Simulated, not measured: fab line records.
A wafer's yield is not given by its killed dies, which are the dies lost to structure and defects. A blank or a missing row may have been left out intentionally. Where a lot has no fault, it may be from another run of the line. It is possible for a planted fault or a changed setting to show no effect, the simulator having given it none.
Lot-split experiment / flow n5 finfet / 7 lots, 39 wafers read, on a route of 1938 steps

== ABOUT THE SPLIT ==
At N5_BEOL_M1_ALD_98 (deposits SiO2, target thk 2.5 nm, pulse time 1 s, co reactant pulse time 1 s), the setting ald cycles was moved away from the recipe's 17 on 18 of the 39 wafers read, by -47.1% to +52.9%. The other wafers ran this setting at the recipe's value.

== FROM THE SPLIT TO THE READING: what the file shows between them, 4 steps ==
- N5_BEOL_M1_ETCHBACK_99: etches SiO2 in CHF3, target depth 5 nm, time 10.4 s
- N5_BEOL_M1_ETCH_70: etches SOC in N2/H2, target depth 80 nm, overetch 16 nm, time 120 s
- N5_BEOL_M1_STRIP_71: strips in N2/H2
- N5_BEOL_M1_STRIP_78: strips in N2/H2

== THE READING ==
BEOL_M1.cd nm (the simulator's own value, which no gauge read), in nm, at N5_BEOL_M1_VIA_ETCH_34 (etches the open film in C4F6/O2, target depth 67.8 nm, time 64.4 s). The file does not state a usual value for it. Across the 21 wafers here that went through the recipe, the average is 17.9 nm and the standard deviation 0.28 nm.

wafer=L074.1; tool, chamber at the split=ald sin-02, 0,2,3; ald cycles as run=17; against the recipe=recipe; BEOL_M1.cd nm, nm=17.4; against lot-mates on the recipe=-
wafer=L074.4; tool, chamber at the split=ald sin-02, 0,2,3; ald cycles as run=17; against the recipe=recipe; BEOL_M1.cd nm, nm=18; against lot-mates on the recipe=-
wafer=L074.6; tool, chamber at the split=ald sin-02, 0,2,3; ald cycles as run=17; against the recipe=recipe; BEOL_M1.cd nm, nm=18.2; against lot-mates on the recipe=-
wafer=L075.1; tool, chamber at the split=ald sin-02, 2; ald cycles as run=17; against the recipe=recipe; BEOL_M1.cd nm, nm=18; against lot-mates on the recipe=-
wafer=L075.3; tool, chamber at the split=ald sin-02, 1,3; ald cycles as run=17; against the recipe=recipe; BEOL_M1.cd nm, nm=18; against lot-mates on the recipe=-
wafer=L075.2; tool, chamber at the split=ald sin-02, 3,0,0; ald cycles as run=26; against the recipe=+52.9%; BEOL_M1.cd nm, nm=15; against lot-mates on the recipe=-2.9
wafer=L075.4; tool, chamber at the split=ald sin-02, 3,0,0; ald cycles as run=26; against the recipe=+52.9%; BEOL_M1.cd nm, nm=15.2; against lot-mates on the recipe=-2.7
wafer=L075.5; tool, chamber at the split=ald sin-02, 3,0,0; ald cycles as run=26; against the recipe=+52.9%; BEOL_M1.cd nm, nm=15.2; against lot-mates on the recipe=-2.7
wafer=L075.6; tool, chamber at the split=ald sin-02, 1,3; ald cycles as run=17; against the recipe=recipe; BEOL_M1.cd nm, nm=17.8; against lot-mates on the recipe=-
wafer=L083.1; tool, chamber at the split=ald sin-02, 0; ald cycles as run=17; against the recipe=recipe; BEOL_M1.cd nm, nm=18.2; against lot-mates on the recipe=-
wafer=L083.2; tool, chamber at the split=ald sin-02, 1,2,3; ald cycles as run=12; against the recipe=-29.4%; BEOL_M1.cd nm, nm=19.2; against lot-mates on the recipe=+1.2
wafer=L083.3; tool, chamber at the split=ald sin-02, 1,2,3; ald cycles as run=12; against the recipe=-29.4%; BEOL_M1.cd nm, nm=19; against lot-mates on the recipe=+1.0
wafer=L083.4; tool, chamber at the split=ald sin-02, 1,2,3; ald cycles as run=12; against the recipe=-29.4%; BEOL_M1.cd nm, nm=19.8; against lot-mates on the recipe=+1.8
wafer=L083.5; tool, chamber at the split=ald sin-02, 1,2; ald cycles as run=17; against the recipe=recipe; BEOL_M1.cd nm, nm=18; against lot-mates on the recipe=-
wafer=L083.6; tool, chamber at the split=ald sin-02, 1,2; ald cycles as run=17; against the recipe=recipe; BEOL_M1.cd nm, nm=17.8; against lot-mates on the recipe=-
wafer=L084.1; tool, chamber at the split=ald sin-02, 2; ald cycles as run=17; against the recipe=recipe; BEOL_M1.cd nm, nm=17.6; against lot-mates on the recipe=-
wafer=L084.2; tool, chamber at the split=ald sin-02, 0; ald cycles as run=17; against the recipe=recipe; BEOL_M1.cd nm, nm=18.4; against lot-mates on the recipe=-
wafer=L084.3; tool, chamber at the split=ald sin-02, 3,1,3; ald cycles as run=25; against the recipe=+47.1%; BEOL_M1.cd nm, nm=15.4; against lot-mates on the recipe=-2.6
wafer=L084.4; tool, chamber at the split=ald sin-02, 3,1,3; ald cycles as run=25; against the recipe=+47.1%; BEOL_M1.cd nm, nm=15.6; against lot-mates on the recipe=-2.4
wafer=L084.5; tool, chamber at the split=ald sin-02, 3,1,3; ald cycles as run=25; against the recipe=+47.1%; BEOL_M1.cd nm, nm=15.6; against lot-mates on the recipe=-2.4
wafer=L084.6; tool, chamber at the split=ald sin-02, 0; ald cycles as run=17; against the recipe=recipe; BEOL_M1.cd nm, nm=18; against lot-mates on the recipe=-
wafer=L091.1; tool, chamber at the split=ald sin-02, 1,2,3; ald cycles as run=9; against the recipe=-47.1%; BEOL_M1.cd nm, nm=20.2; against lot-mates on the recipe=+2.5
wafer=L091.2; tool, chamber at the split=ald sin-02, 0,3,0; ald cycles as run=17; against the recipe=recipe; BEOL_M1.cd nm, nm=17.6; against lot-mates on the recipe=-
wafer=L091.3; tool, chamber at the split=ald sin-02, 1,2,3; ald cycles as run=9; against the recipe=-47.1%; BEOL_M1.cd nm, nm=20; against lot-mates on the recipe=+2.3
wafer=L091.4; tool, chamber at the split=ald sin-02, 0,3,0; ald cycles as run=17; against the recipe=recipe; BEOL_M1.cd nm, nm=17.8; against lot-mates on the recipe=-
wafer=L091.6; tool, chamber at the split=ald sin-02, 0,3,0; ald cycles as run=17; against the recipe=recipe; BEOL_M1.cd nm, nm=17.8; against lot-mates on the recipe=-
wafer=L091.5; tool, chamber at the split=ald sin-02, 1,2,3; ald cycles as run=9; against the recipe=-47.1%; BEOL_M1.cd nm, nm=20.4; against lot-mates on the recipe=+2.7
wafer=L093.1; tool, chamber at the split=ald sin-03, 3,0; ald cycles as run=17; against the recipe=recipe; BEOL_M1.cd nm, nm=18; against lot-mates on the recipe=-
wafer=L093.2; tool, chamber at the split=ald sin-03, 3,0; ald cycles as run=17; against the recipe=recipe; BEOL_M1.cd nm, nm=18.2; against lot-mates on the recipe=-
wafer=L093.4; tool, chamber at the split=ald sin-03, 2; ald cycles as run=17; against the recipe=recipe; BEOL_M1.cd nm, nm=18.2; against lot-mates on the recipe=-
wafer=L093.3; tool, chamber at the split=ald sin-03, 1,2,3; ald cycles as run=10; against the recipe=-41.2%; BEOL_M1.cd nm, nm=20.4; against lot-mates on the recipe=+2.3
wafer=L093.5; tool, chamber at the split=ald sin-03, 1,2,3; ald cycles as run=10; against the recipe=-41.2%; BEOL_M1.cd nm, nm=20.4; against lot-mates on the recipe=+2.3
wafer=L093.6; tool, chamber at the split=ald sin-03, 1,2,3; ald cycles as run=10; against the recipe=-41.2%; BEOL_M1.cd nm, nm=20.4; against lot-mates on the recipe=+2.3
wafer=L094.1; tool, chamber at the split=ald sin-02, 3,2,3; ald cycles as run=17; against the recipe=recipe; BEOL_M1.cd nm, nm=17.8; against lot-mates on the recipe=-
wafer=L094.3; tool, chamber at the split=ald sin-02, 3,2,3; ald cycles as run=17; against the recipe=recipe; BEOL_M1.cd nm, nm=17.8; against lot-mates on the recipe=-
wafer=L094.2; tool, chamber at the split=ald sin-02, 0; ald cycles as run=21; against the recipe=+23.5%; BEOL_M1.cd nm, nm=16.8; against lot-mates on the recipe=-0.8
wafer=L094.4; tool, chamber at the split=ald sin-02, 3,2,3; ald cycles as run=17; against the recipe=recipe; BEOL_M1.cd nm, nm=17.2; against lot-mates on the recipe=-
wafer=L094.5; tool, chamber at the split=ald sin-02, 2; ald cycles as run=21; against the recipe=+23.5%; BEOL_M1.cd nm, nm=16.6; against lot-mates on the recipe=-1.0
wafer=L094.6; tool, chamber at the split=ald sin-02, 0; ald cycles as run=21; against the recipe=+23.5%; BEOL_M1.cd nm, nm=16.4; against lot-mates on the recipe=-1.2
If several chambers appear in one row, that row covers several wafers at once and the file leaves open which wafer was in which chamber.

FIT RESULTS
A straight line over all 39 wafers: BEOL_M1.cd nm changes by -0.0524 nm for each +1% of ald cycles; r = -0.98; the points scatter about the line by 0.27 nm.
The same after taking each lot's own level away (the mean of its wafers on the recipe; 39 wafers): -0.0519 nm for each +1%; r = -0.99; scatter 0.23 nm.
Per that fit: largest ald cycles move, reading shift of 2.7 nm.
The span of the lots' own levels, 17.60 to 18.13 nm, comes to 1.9 times the standard deviation stated above.
Hence the lot-to-lot level has little effect on the slope; both slopes agree.
Check: with one of the wafers moved furthest among these (+52.9%) left out of the fit, the line predicts -2.71 nm for it against its lot-mates. Against them it came out at -2.93 nm.

== OTHER SPLITS APPLIED TO THESE WAFERS ==
Other splits were also applied to these wafers ahead of the reading. Each is held against what the fit with the lots' levels taken away leaves over:
other split on the same wafers=N5_FIN_SAQP_ETCH_65 time s; wafers away from the commonest value=15; r with BEOL_M1.cd nm (lot level and that fit taken away)=-0.01
other split on the same wafers=N5_FIN_CUT_CUT_ETCH_15 time s; wafers away from the commonest value=18; r with BEOL_M1.cd nm (lot level and that fit taken away)=-0.06
other split on the same wafers=N5_HKMG_FIN_ETCH_55 time s; wafers away from the commonest value=12; r with BEOL_M1.cd nm (lot level and that fit taken away)=+0.03
other split on the same wafers=N5_GATE_CUT_DESCUM_18 time s; wafers away from the commonest value=15; r with BEOL_M1.cd nm (lot level and that fit taken away)=+0.16

== THE WHOLE CHAIN: every reading that the file lists as answering this split, in the file's order ==
step=N5_BEOL_M1_ALD_98; what it does=deposits SiO2, target thk 2.5 nm, pulse time 1 s, co reactant pulse time 1 s; reading=SiO2_of_BEOL_M1_ALD_98.thk nm (the simulator's own value, which no gauge read); change (the file's fit)=+0.0248 nm for each +1% of the setting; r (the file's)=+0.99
step=N5_BEOL_M1_VIA_ETCH_34; what it does=etches the open film in C4F6/O2, target depth 67.8 nm, time 64.4 s; reading=BEOL_M1.cd nm (the simulator's own value, which no gauge read); change (the file's fit)=-0.0519 nm for each +1% of the setting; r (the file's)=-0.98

== FILE'S OWN FIT ==
BEOL_M1.cd nm changes by -0.0519 nm for each +1% of ald cycles, r = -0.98.
